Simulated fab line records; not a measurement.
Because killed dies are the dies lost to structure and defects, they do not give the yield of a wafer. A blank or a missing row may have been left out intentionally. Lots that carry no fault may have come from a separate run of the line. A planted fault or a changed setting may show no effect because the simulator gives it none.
fab line records | flow n5-finfet
[record] lots = 6 wafers = 16 last-day = 17
route steps=1938 shown BEOL_M9@1405 PASSIVATION@1936
lots that met no fault: from a run of the same line without faults
start-h: hours from the record's opening day to when the first of the lot's shown wafers began | wait-h: how many hours have passed since the lot's step before this one | " identical to the entry in the row above | L1.1+2: a single row standing in for several wafers | - no value present, or no start provided | * or withheld: withheld | < > ~ a bound
route shown NAME@n: names a module that has steps shown in the file, with the first one's number in the route | usual: mean/standard deviation of fault-free wafers | same: alike in all rows | chamber/n: place in a boat | sites: readings site by site | _std_site: standard deviation across them | _edge_site: outer sites' mean less inner sites' | radius-mm: for every site, how far away it sits from the centre of the wafer | mask NAME#n: copy n | behind: the last tool/chamber to shape the wafer | hold: why the lot was held/for how many hours/how that ended | device: transistor that didn't switch, given as n, p or np | end of line: the tests these same wafers got at the end of their route | for a step that has no rows: nothing shown but its recipe | killed: dies that structure and defects cost at the first sort, which is not the same as the wafer's yield | map: a wafer's dies, marking killed ones x, the rest . and places with no die _
set.NAME: the setting as run; set.NAME@STEP: as run at that earlier step | model.NAME: the simulator's own value behind a step, which no gauge read
lots at some steps of the route; a table a step, a row a wafer
services: a tool's chamber out of use, with start hour (start-h, from the record's first day; less than 0 if before it), hours out, and reason
[[steps]]
[step N5_BEOL_M9_HM_DEP_02]
[recipe] material = TiN target-thk-a = 200 temp-c = 25 chamber-pressure-pa = 0.49996
[usual] substrate-temp-c = 24.99/0.11 throttle-valve-pct = 29.7/1.2
// columns lot.wafer tool chamber start-h wait-h substrate-temp-c throttle-valve-pct
L290.1 pvd-sputter-03 - 229.36 2.6 24.90 30.2
L290.4 " - " " 24.95 30.2
L290.6 " - " " 25.02 30.2
L299.3 pvd-sputter-02 - 277.25 1.2 25.24 31.2
L299.4 " - " " 25.04 29.1
L299.5 " - " " 25.16 31.2
L302.1 pvd-sputter-02 - 299.31 3.1 24.86 30.7
L302.3 " - " " 24.76 31.4
L302.6 " - " " 24.94 30.8
L303.4 pvd-sputter-01 - 303.06 0.1 25.10 29.5
L303.6 " - " " 24.89 28.4
L305.4 pvd-sputter-01 - 329.06 1.8 25.04 30.9
L305.6 " - " " 25.04 28.4
L308.2 pvd-sputter-01 - 344.98 1.4 25.00 30.9
L308.3 " - " " 24.92 29.8
L308.4 " - " " 25.01 28.1
[step N5_BEOL_M9_COAT_59]
[recipe] resist = SOC temp-c = 250 time-s = 60 spin-rpm = 1500 resist-thk-nm = 100
[step N5_BEOL_M9_COAT_60]
[recipe] resist = SiARC temp-c = 220 time-s = 60 spin-rpm = 1500 resist-thk-nm = 30
[step N5_BEOL_M9_COAT_05]
[recipe] resist = CAR-ArF spin-rpm = 1500 resist-thk-nm = 90
[step N5_BEOL_M9_EBR_07]
[recipe] solvent = PGMEA ebr-width-mm = 1.5
[step N5_BEOL_M9_SOFTBAKE_06]
[recipe] temp-c = 110 time-s = 60 resist = CAR-ArF
[step N5_BEOL_M9_EXPOSE_08]
[recipe] mask-id = M9 na = 1.35 source-shape = dipole sigma-inner = 0.411 sigma-outer = 0.611 polarization = te dose-mj = 53.75
[step N5_BEOL_M9_PEB_09]
[recipe] peb-temp-c = withheld peb-time-s = 60 resist = CAR-ArF
[step N5_BEOL_M9_DEVELOP_10]
[recipe] develop-time-s = 30 developer = TMAH resist = CAR-ArF rinse-liquid = diw dry = air-spin dev-temp-c = 23
[step N5_BEOL_M9_CD_MEAS_11]
[recipe] target-cd-nm = 64.1 landing-energy-ev = 500 detector = se-inlens polarity = opening
[usual] cd-nm = 63.5/0.51
// columns lot.wafer tool chamber start-h wait-h cd-nm
L290.1 cd-sem-01 0 229.73 - 63.2
L290.4 " 0 " " 63.4
L290.6 " 0 " " 64.3
L299.3 cd-sem-01 0 277.63 - 63.3
L299.4 " 0 " " 64.1
L299.5 " 0 " " 63.0
L302.1 cd-sem-01 0 299.80 - 64.2
L302.3 " 0 " " 63.3
L302.6 " 0 " " 63.8
L303.4 cd-sem-03 0 303.44 - 63.5
L303.6 " 0 " " 63.4
L305.4 cd-sem-02 0 329.43 - 64.0
L305.6 " 0 " " 63.6
L308.2 cd-sem-02 0 345.36 - 63.4
L308.3 " 0 " " 64.4
L308.4 " 0 " " 63.8
[step N5_BEOL_M9_OVL_MEAS_12]
[recipe] points-per-wafer = 44
[usual] M9_OVL = -0.4/0.85
// columns lot.wafer tool chamber start-h wait-h M9_OVL[nm]
L290.1 overlay-01 0 229.77 0.0 -1.9
L290.4 " 0 " " -0.6
L290.6 " 0 " " -1.9
L299.3 overlay-01 0 277.65 0.0 -0.6
L299.4 " 0 " " -1.5
L299.5 " 0 " " -0.2
L302.1 overlay-02 0 299.83 0.0 -0.9
L302.3 " 0 " " -1.0
L302.6 " 0 " " 0.2
L303.4 overlay-01 0 303.46 0.0 -0.3
L303.6 " 0 " " -0.7
L305.4 overlay-02 0 329.46 0.0 0.1
L305.6 " 0 " " 0.5
L308.2 overlay-02 0 345.38 0.0 0.7
L308.3 " 0 " " 1.5
L308.4 " 0 " " 1.5
[step N5_BEOL_M9_INSPECT_13]
[recipe] mode = adi inspect-instrument = brightfield
[usual] raw-defect-count = 386/85
// columns lot.wafer tool chamber start-h wait-h raw-defect-count
L290.1 defect-inspect-02 - 229.79 0.0 350
L290.4 " - " " 342
L290.6 " - " " 229
L299.3 defect-inspect-02 - 277.68 0.0 435
L299.4 " - " " 305
L299.5 " - " " 346
L302.1 defect-inspect-02 - 299.86 0.0 325
L302.3 " - " " 316
L302.6 " - " " 546
L303.4 defect-inspect-02 - 303.49 0.0 350
L303.6 " - " " 328
L305.4 defect-inspect-02 - 329.48 0.0 282
L305.6 " - " " 394
L308.2 defect-inspect-02 - 345.41 0.0 356
L308.3 " - " " 397
L308.4 " - " " 373
[step N5_BEOL_M9_DESCUM_16]
[recipe] chemistry = O2 time-s = 7.9 source-power-w = 50 bias-power-w = 20 pressure-mtorr = 20 rf-frequency-hz = 2.712e+07 temp-c = 40 resist = CAR-ArF o2-flow-sccm = 225
[usual] drypump-motor-current-A = 5.8/0.34 oes-product-au = 0.82/0.097 rf-vpp-V = 243.2/1.2 showerhead-plenum-p-Torr = 2.10/0.051 throttle-valve-pct = 20.29/0.19
// columns lot.wafer tool chamber start-h wait-h drypump-motor-current-A oes-product-au rf-hours-counter-h rf-vpp-V showerhead-plenum-p-Torr throttle-valve-pct model.CAR-ArF_of_BEOL_M9_COAT_05.thk-nm
L290.1 rie-diel-04 1 229.83 0.0 6.3 0.68 241 244.4 2.15 20.62 83.2
L290.4 " 2 " " 6.2 0.86 42 242.5 2.06 19.98 83.4
L290.6 " 0 " " 5.6 1.00 - 244.2 2.15 20.15 83.2
L299.3 rie-diel-01 0 277.74 0.1 5.3 0.78 93 244.7 2.11 20.41 83
L299.4 " 3 " " 5.7 0.71 - 241.2 2.00 20.34 83
L299.5 " 1 " " 5.5 0.71 - 240.8 2.08 20.44 83.2
L302.1 rie-diel-01 1 299.99 0.1 5.5 0.71 209 241.9 2.08 20.42 83.6
L302.3 " 3 " " 5.6 0.70 179 241.7 1.99 20.35 84
L302.6 " 2 " " 5.4 0.99 - 242.6 2.06 20.49 84
L303.4 rie-diel-04 0 304.36 0.9 5.6 0.90 28 244.8 2.14 20.20 82.8
L303.6 " 3 " " 5.9 0.86 - 244.5 2.12 20.20 83.6
L305.4 rie-diel-04 0 329.59 0.1 5.6 0.90 37 242.6 2.13 20.22 83
L305.6 " 1 " " 6.3 0.95 - 243.7 2.14 20.27 83.6
L308.2 rie-diel-05 0 345.44 0.0 5.4 0.84 69 245.6 2.22 20.46 83.6
L308.3 " 3 " " 5.6 0.65 259 242.7 2.07 20.64 83.8
L308.4 " 3 " " 5.6 0.64 - 242.8 2.07 20.62 83.8
[step N5_BEOL_M9_ETCH_61]
[recipe] chemistry = CF4 target = SiARC target-depth-a = 390 mask-material = CAR-ArF time-s = 65 ion-energy-ev = 80 pressure-mtorr = 40 source-w = 545 bias-w = 36 Ar_flow_sccm = 100 cf4-flow-sccm = 100 ends = cleared
[usual] cf4-flow-sccm = 100.02/0.29 drypump-motor-current-A = 5.8/0.34 etch-rf-on-time-s = 64.7/1.6 oes-product-au = 0.70/0.081 rf-vpp-V = 184.2/1 showerhead-plenum-p-Torr = 2.15/0.06 throttle-valve-pct = 15.47/0.23
// columns lot.wafer tool chamber start-h wait-h cf4-flow-sccm drypump-motor-current-A etch-rf-on-time-s oes-product-au rf-hours-counter-h rf-vpp-V showerhead-plenum-p-Torr throttle-valve-pct model.CAR-ArF_of_BEOL_M9_COAT_05.thk-nm
L290.1 rie-diel-04 1 229.86 0.0 99.57 6.3 64.6 0.58 241 185.5 2.20 15.92 55.4
L290.4 " 2 " " 100.21 6.2 62.7 0.74 42 183.0 2.08 15.01 55.4
L290.6 " 0 " " 100.36 5.6 65.4 0.83 - 185.1 2.20 15.32 55.4
L299.3 rie-diel-01 0 277.77 0.0 100.35 5.3 63.5 0.68 93 185.3 2.16 15.58 55
L299.4 " 3 " " 100.26 5.7 66.6 0.60 - 183.0 2.04 15.50 55.2
L299.5 " 1 " " 99.94 5.5 64.5 0.62 - 184.0 2.12 15.67 55.2
L302.1 rie-diel-01 1 300.02 0.0 100.01 5.5 65.0 0.62 209 184.4 2.12 15.69 55.6
L302.3 " 3 " " 100.13 5.7 66.6 0.60 179 183.1 2.04 15.50 56
L302.6 " 2 " " 100.09 5.3 66.3 0.83 - 182.7 2.11 15.58 56
L303.4 rie-diel-04 0 304.40 0.0 100.88 5.7 65.0 0.76 28 183.2 2.19 15.37 54.8
L303.6 " 3 " " 99.43 5.9 66.0 0.75 - 184.9 2.19 15.49 55.6
L305.4 rie-diel-04 0 329.62 0.0 99.67 5.7 64.1 0.76 37 183.8 2.19 15.39 55.2
L305.6 " 1 " " 99.61 6.3 61.1 0.83 - 183.6 2.19 15.45 55.6
L308.2 rie-diel-05 0 345.48 0.0 100.11 5.4 64.5 0.72 69 184.5 2.27 15.58 55.6
L308.3 " 3 " " 100.07 5.6 68.6 0.54 259 181.6 2.11 15.83 55.8
L308.4 " 3 " " 100.38 5.6 68.1 0.56 - 182.9 2.11 15.84 55.8
[step N5_BEOL_M9_ETCH_62]
[recipe] chemistry = N2/H2 target = SOC target-depth-a = 1100 overetch-a = 220 mask-material = SiARC temp-c = 40 time-s = 165 ion-energy-ev = 200 pressure-mtorr = 30 source-w = 840 bias-w = 150 n2-flow-sccm = 200 h2-flow-sccm = 200
[usual] drypump-motor-current-A = 5.8/0.34 oes-product-au = 0.69/0.076 rf-vpp-V = 524.1/1.9 showerhead-plenum-p-Torr = 2.55/0.066 throttle-valve-pct = 17.68/0.18
[same] time-s = 165
// columns lot.wafer tool chamber start-h wait-h drypump-motor-current-A oes-product-au rf-hours-counter-h rf-vpp-V showerhead-plenum-p-Torr throttle-valve-pct
L290.1 rie-diel-04 1 229.91 0.0 6.3 0.58 241 527.5 2.60 17.99
L290.4 " 2 " " 6.2 0.72 42 521.5 2.49 17.35
L290.6 " 0 " " 5.7 0.84 - 524.6 2.62 17.61
L299.3 rie-diel-01 0 277.82 0.0 5.3 0.67 93 524.1 2.55 17.72
L299.4 " 3 " " 5.6 0.60 - 521.0 2.43 17.75
L299.5 " 1 " " 5.5 0.61 - 523.2 2.52 17.81
L302.1 rie-diel-01 1 300.07 0.0 5.5 0.61 209 523.9 2.52 17.84
L302.3 " 3 " " 5.7 0.61 179 520.6 2.43 17.77
L302.6 " 2 " " 5.4 0.83 - 522.5 2.50 17.87
L303.4 rie-diel-04 0 304.45 0.0 5.6 0.77 28 524.5 2.61 17.64
L303.6 " 3 " " 5.9 0.74 - 524.7 2.60 17.72
L305.4 rie-diel-04 0 329.67 0.0 5.6 0.75 37 526.0 2.61 17.64
L305.6 " 1 " " 6.3 0.79 - 524.6 2.59 17.56
L308.2 rie-diel-05 0 345.53 0.0 5.4 0.71 69 527.9 2.69 17.72
L308.3 " 3 " " 5.6 0.56 259 522.3 2.50 17.90
L308.4 " 3 " " 5.6 0.56 - 521.8 2.50 17.91
[step N5_PASSIVATION_PROBE_49]
[usual] defect-limited-yield = 91.0/1.5 killed_at_M0_to_M3 = 33/9.4 killed_at_M4_up = 14/4.8 killed-at-contacts = 13/7.3 killed-at-front-end = 43/13 killed-at-other = 3.6/2.9 killed-dies = 106/18 killed-open = 69/13 killed-short = 35/8.2 sort_bin_5_function = 5.3/1 sort_bin_6_memory = 3.3/0.68 sort_bin_8_speed = 0.01/0.027 sort-n-pass = 1074/18
[same] gross-dies = 1180 killed-at-back-side = 0 sort_bin_4_leakage[%] = 0
// columns lot.wafer tool chamber start-h wait-h defect-limited-yield[%] killed_at_M0_to_M3 killed_at_M4_up killed-at-contacts killed-at-front-end killed-at-other killed-dies killed-open killed-short sort_bin_5_function[%] sort_bin_6_memory[%] sort_bin_8_speed[%] sort-n-pass
L290.1 prober-02 - 290.21 0.0 90.0 41 17 4 55 1 118 81 37 6.4 3.3 0 1062
L290.4 prober-02 - 290.36 0.2 90.3 41 7 24 42 0 114 76 37 5.3 4.2 0 1066
L290.6 prober-02 - 290.46 0.3 90.8 38 15 17 36 2 108 68 36 5.0 3.5 0 1072
L303.6 prober-01 - 361.16 0.3 90.7 54 16 6 33 1 110 72 38 5.3 3.6 0 1070
// killed by level:class
L290.1 BEOL_M2:geometric-particle:open=11 GATE_CUT:geometric-particle:open=9 BEOL_M0_SAQP:geometric-particle:short=9 BEOL_M1:geometric-particle:open=9 BEOL_M5:geometric-particle:open=9 FIN_SAQP:geometric-particle:short=8 STI_FIN_REVEAL:geometric-particle:open=8 GATE_CUT:geometric-particle:short=6
L290.4 MOL_CONTACT_COAG:geometric-particle:open=22 STI_FIN_REVEAL:geometric-particle:open=11 BEOL_M2:geometric-particle:open=11 GATE_CUT:geometric-particle:short=9 DUMMY_GATE:geometric-particle:open=6 BEOL_M1:geometric-particle:short=6 BEOL_M2:geometric-particle:short=6 STI_FIN_REVEAL:geometric-particle:short=4
L290.6 MOL_CONTACT_COAG:geometric-particle:open=11 BEOL_M2:geometric-particle:open=9 GATE_CUT:geometric-particle:short=8 BEOL_M0_SAQP:geometric-particle:open=8 FIN_SAQP:geometric-particle:open=7 MOL_CONTACT_COAG:geometric-particle:short=6 GATE_CUT:geometric-particle:open=5 BEOL_M1:geometric-particle:open=5
L303.6 BEOL_M3:geometric-particle:open=19 BEOL_M2:geometric-particle:open=10 BEOL_M4:geometric-particle:open=9 BEOL_M0_SAQP:geometric-particle:short=8 STI_FIN_REVEAL:geometric-particle:open=7 BEOL_M3:geometric-particle:short=7 FIN_SAQP:geometric-particle:short=6 DUMMY_GATE:geometric-particle:open=6
[[services]]
// columns tool chamber start-h hours kind
rie-diel-04 0 206.61 - clean
rie-diel-04 0 206.61 - consumable-replace:focus-ring
rie-diel-04 0 206.61 19.9 scheduled-down
rie-diel-04 0 206.61 19.9 vent-cycle
rie-diel-01 3 226.04 5.8 repair
rie-diel-01 2 236.17 32.3 repair
rie-diel-01 - 236.82 0.8 repair
rie-diel-04 1 253.83 13.9 repair
rie-diel-01 2 268.72 - clean
rie-diel-01 2 268.72 - consumable-replace:focus-ring
rie-diel-01 2 268.72 27.5 scheduled-down
rie-diel-01 2 268.72 27.5 vent-cycle
rie-diel-04 1 274.71 - clean
rie-diel-04 1 274.71 - consumable-replace:focus-ring
rie-diel-04 1 274.71 15.4 scheduled-down
rie-diel-04 1 274.71 15.4 vent-cycle
rie-diel-01 1 279.30 8.4 repair
rie-diel-01 3 286.15 4.1 repair
rie-diel-04 3 287.19 4.6 repair
pvd-sputter-02 - 288.76 8.9 repair
rie-diel-05 - 295.90 14.6 pm
rie-diel-05 2 318.19 - clean
rie-diel-05 2 318.19 - consumable-replace:focus-ring
pvd-sputter-01 - 326.48 1.0 repair
[[key]]
first-sign none at tools or gauges
[model-effect] step = N5_BEOL_M9_DESCUM_16 value = CAR-ArF_of_BEOL_M9_COAT_05.thk-nm without = 83.6 struck = 82.9
[model-effect] step = N5_BEOL_M9_ETCH_61 value = CAR-ArF_of_BEOL_M9_COAT_05.thk-nm without = 55.7 struck = 55
met-at N5_BEOL_M9_DESCUM_16
struck-wafers L303.4,L305.4
onset-between 229.83 304.36
[fault] kind = process-parameter-drift tool = rie-diel-04 chamber = - onset-h = 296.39 steps = N5_BEOL_M9_DESCUM_16 channel = time-s offset = * shape = step end-h = 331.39 scope = struck-wafers-only acts-in = * stated = *
